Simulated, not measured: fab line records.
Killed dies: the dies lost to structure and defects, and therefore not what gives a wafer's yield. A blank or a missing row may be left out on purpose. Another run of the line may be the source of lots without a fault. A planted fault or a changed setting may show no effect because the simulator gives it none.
Lot-split experiment	flow n5-finfet	21 wafers read across 7 lots, on a route 1938 steps long

SPLIT DETAILS
At N5_FIN_CUT_EXPOSE_05 (exposes mask FIN CUT), the setting dose-mj was moved away from the recipe's 45.75 on 6 of the 21 wafers read, by -7.0% to +3.9%. The other wafers ran this setting at the recipe's value.

FROM THE SPLIT TO THE READING: what the file shows between them, 2 steps
- N5_FIN_CUT_PEB_06: peb time 60 s
- N5_FIN_CUT_DEVELOP_07: develop time 30 s

THE READING
cd-nm (nm) at N5_FIN_CUT_CD_MEAS_08, where the cd target is 29.1 nm. A value of 29.11 nm with a standard deviation of 0.21 nm is what fault-free wafers of this fab line usually give.

wafer	tool, chamber at the split	dose-mj as run	against the recipe	cd-nm, nm	against lot-mates on the recipe
L080.2	euv-scanner-01, 0	45.75	recipe	29.22	-
L080.3	euv-scanner-01, 0	42.55	-7.0%	28.13	-1.17
L080.6	euv-scanner-01, 0	45.75	recipe	29.38	-
L083.4	euv-scanner-02, 0	42.73	-6.6%	27.48	-1.75
L083.5	euv-scanner-02, 0	45.75	recipe	29.26	-
L083.6	euv-scanner-02, 0	45.75	recipe	29.20	-
L084.1	euv-scanner-02, 0	45.75	recipe	29.09	-
L084.2	euv-scanner-02, 0	45.75	recipe	29.28	-
L084.4	euv-scanner-02, 0	45.75	recipe	28.84	-
L085.1	euv-scanner-02, 0	45.75	recipe	29.73	-
L085.3	euv-scanner-02, 0	45.75	recipe	29.53	-
L085.4	euv-scanner-02, 0	47.53	+3.9%	30.00	+0.37
L086.1	euv-scanner-01, 0	42.89	-6.3%	28.11	-1.00
L086.2	euv-scanner-01, 0	45.75	recipe	29.21	-
L086.5	euv-scanner-01, 0	45.75	recipe	29.01	-
L088.3	euv-scanner-01, 0	45.75	recipe	29.04	-
L088.4	euv-scanner-01, 0	46.95	+2.6%	29.53	+0.49
L088.6	euv-scanner-01, 0	46.95	+2.6%	29.48	+0.44
L092.2	euv-scanner-01, 0	45.75	recipe	29.13	-
L092.3	euv-scanner-01, 0	45.75	recipe	29.16	-
L092.5	euv-scanner-01, 0	45.75	recipe	29.11	-

FIT RESULTS
A straight line over all 21 wafers: cd-nm changes by +0.188 nm for each +1% of dose-mj; r = +0.92; the points scatter about the line by 0.23 nm.
The same after taking each lot's own level away (the mean of its wafers on the recipe; 21 wafers): +0.184 nm for each +1%; r = +0.95; scatter 0.17 nm.
According to that fit, moving dose-mj by its largest amount changes the reading by 1.3 nm.
From 29.040 to 29.630 nm: that is the span of the lots' own levels, equal to 2.8 times the standard deviation above.
So the lot-to-lot level changes the slope little: the two slopes agree.
Check: for one of the wafers moved furthest among these (-7.0%), held out of the fit, the line's prediction against its lot-mates is -1.39 nm. Against them it came out at -1.17 nm.

OTHER SPLITS ON THESE WAFERS
Before the reading, these wafers also passed through other splits. Each is held against what the fit with the lots' levels taken away leaves over:
other split on the same wafers	wafers away from the commonest value	r with cd-nm (lot level and that fit taken away)
N5_WELL_APT_COAT_02 spin-rpm	3	+0.03
N5_PMOS_HMC_CHANNEL_EPI_ETCH_32 bias-w	10	+0.28

THE WHOLE CHAIN: every reading that the file lists as answering this split, in the file's order
step	what it does	reading	change (the file's fit)	r (the file's)
N5_FIN_CUT_CD_MEAS_08	target cd 29.1 nm	cd-nm	+0.187 nm for each +1% of the setting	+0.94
N5_FIN_CUT_ETCH_30	etches underlayer in N2/H2, target depth 13 nm, time 10.4 s	FIN_CUT.cd-offset-nm (the simulator's own value, which no gauge read)	+0.155 nm for each +1% of the setting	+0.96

THE FILE'S OWN FIT
cd-nm changes by +0.187 nm for each +1% of dose-mj, r = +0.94.
